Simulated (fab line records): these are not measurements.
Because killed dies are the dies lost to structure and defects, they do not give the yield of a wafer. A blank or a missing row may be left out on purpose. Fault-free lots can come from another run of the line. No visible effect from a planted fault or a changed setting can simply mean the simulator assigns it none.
Code-filled problem report in 8D (eight disciplines) form || flow n5-finfet || the parts of the form that need people (team, actions taken, sign-off) are left out

1. PROBLEM STATEMENT
At N5_PASSIVATION_PROBE_49, killed_at_M4_up averages 473 over 3 wafers from 2 lots, while fault-free wafers read 14, standard deviation 5.3. That is +87 standard deviations from the usual mean.
Earliest sighting: wafer L669.3 on prober-01 at day 14 04:46. Wafers with a number at this step in the record: 15, from 5 lots. The rule behind "out" and "out of limits": a value lying over 4 standard deviations away from the usual mean. The other wafers with a number count as sound.

2. WHAT IT IS AND WHAT IT IS NOT
{"question": "which readings at this step", "is": "killed_at_M4_up, defect-limited-yield, killed-dies, killed-on-rim, sort_bin_5_function, sort_bin_6_memory, sort-n-pass, sort-yield-pct", "is not": "killed_at_M0_to_M3, killed-at-contacts, killed-at-front-end, killed-at-other, killed-short, sort_bin_4_leakage, sort_bin_8_speed"}
{"question": "which lots", "is": "L669, L672", "is not": "L665, L666, L687"}
{"question": "which wafers of those lots", "is": "L669.3, L672.1, L672.4", "is not": "L669.4, L669.6, L672.2"}
{"question": "read on which tools", "is": "prober-01", "is not": "prober-02"}
{"question": "when", "is": "from day 14 04:46", "is not": "up to then (6 sound wafers); but 6 sound wafers of L669, L672, L687 came after"}

3. WHAT RULES OUT EACH SUSPECT
Counting: any tool at a process step up to the reading remains a suspect provided it ran every lot that is out. Sound lots after the first of them don't rule it out here, since some wafers of a struck lot are sound.
- ecd-cu-02 at N5_BEOL_M6_ECD_50 (material Cu, target thk 300 nm): kept. Ran every lot that is out, first one L669 (day 10 20:52); last sound lot up to then L666 (day 9 15:33).
- rie-metal-01 at N5_MIM_BOT_ETCH_ETCH_03 (etches the open film in Cl2/BCl3, target depth 12 nm): kept. Ran every lot that is out, first one L669 (day 13 20:12); last sound lot up to then L666 (day 12 15:37).
- prober-01 at N5_PASSIVATION_PROBE_49: kept. It ran every lot that is out, first L669 (day 14 04:46). Its own defect-limited-yield, killed_at_M4_up, killed-dies, killed-on-rim, sort_bin_5_function, sort_bin_6_memory, sort-n-pass, sort-yield-pct readings are out on those wafers.
The count leaves ecd-cu-02 at N5_BEOL_M6_ECD_50, rie-metal-01 at N5_MIM_BOT_ETCH_ETCH_03, and prober-01 at N5_PASSIVATION_PROBE_49.

4. THE CAUSE (what the simulator had put in)
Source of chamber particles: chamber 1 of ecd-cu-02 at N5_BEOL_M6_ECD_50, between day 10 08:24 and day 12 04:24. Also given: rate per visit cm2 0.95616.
Of the 3 suspects that counting leaves, this tool is one.

5. SEQUENCE OF EFFECTS, ordered by route
One row per reading whose mean, taken over the struck wafers that have a number, lies over 3 standard deviations from the usual. Readings are gone through only where the record gives a usual standard deviation; hours: the median, over the lots, of the time from a lot's start at the first step in this table giving one to that lot's start at this step; sigmas: the change measured in usual standard deviations.
{"hours": 0, "step": "N5_PASSIVATION_PROBE_49", "reading": "defect-limited-yield", "usual": "91.7 %", "on struck wafers": 54.4, "change": -37.3, "sigmas": -25}
{"hours": 0, "step": "N5_PASSIVATION_PROBE_49", "reading": "killed_at_M4_up", "usual": 14, "on struck wafers": 473, "change": "+459", "sigmas": "+87"}
{"hours": 0, "step": "N5_PASSIVATION_PROBE_49", "reading": "killed-dies", "usual": 98, "on struck wafers": 538, "change": "+440", "sigmas": "+24"}
{"hours": 0, "step": "N5_PASSIVATION_PROBE_49", "reading": "killed-on-rim", "usual": 13, "on struck wafers": 65, "change": "+52", "sigmas": "+15"}
{"hours": 0, "step": "N5_PASSIVATION_PROBE_49", "reading": "sort_bin_5_function", "usual": "4.9 %", "on struck wafers": 27.7, "change": "+22.8", "sigmas": "+25"}
{"hours": 0, "step": "N5_PASSIVATION_PROBE_49", "reading": "sort_bin_6_memory", "usual": "3.1 %", "on struck wafers": 14.9, "change": "+11.8", "sigmas": "+17"}
{"hours": 0, "step": "N5_PASSIVATION_PROBE_49", "reading": "sort-n-pass", "usual": 1082, "on struck wafers": 642, "change": -440, "sigmas": -24}
{"hours": 0, "step": "N5_PASSIVATION_PROBE_49", "reading": "sort-yield-pct", "usual": "91.7 %", "on struck wafers": 54.4, "change": -37.3, "sigmas": -25}
Process steps it contains:
- N5_PASSIVATION_PROBE_49

6. HOW IT WOULD HAVE BEEN CAUGHT EARLIER
The fault began at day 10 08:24; the first out-of-limits reading in this record came at day 14 04:46, 92 hours later.
The start of N5_BEOL_M6_ECD_50 on ecd-cu-02 came by day 14 04:46 for every one of the lots that are out (2). Holding the tool at that point would not have protected any of them.
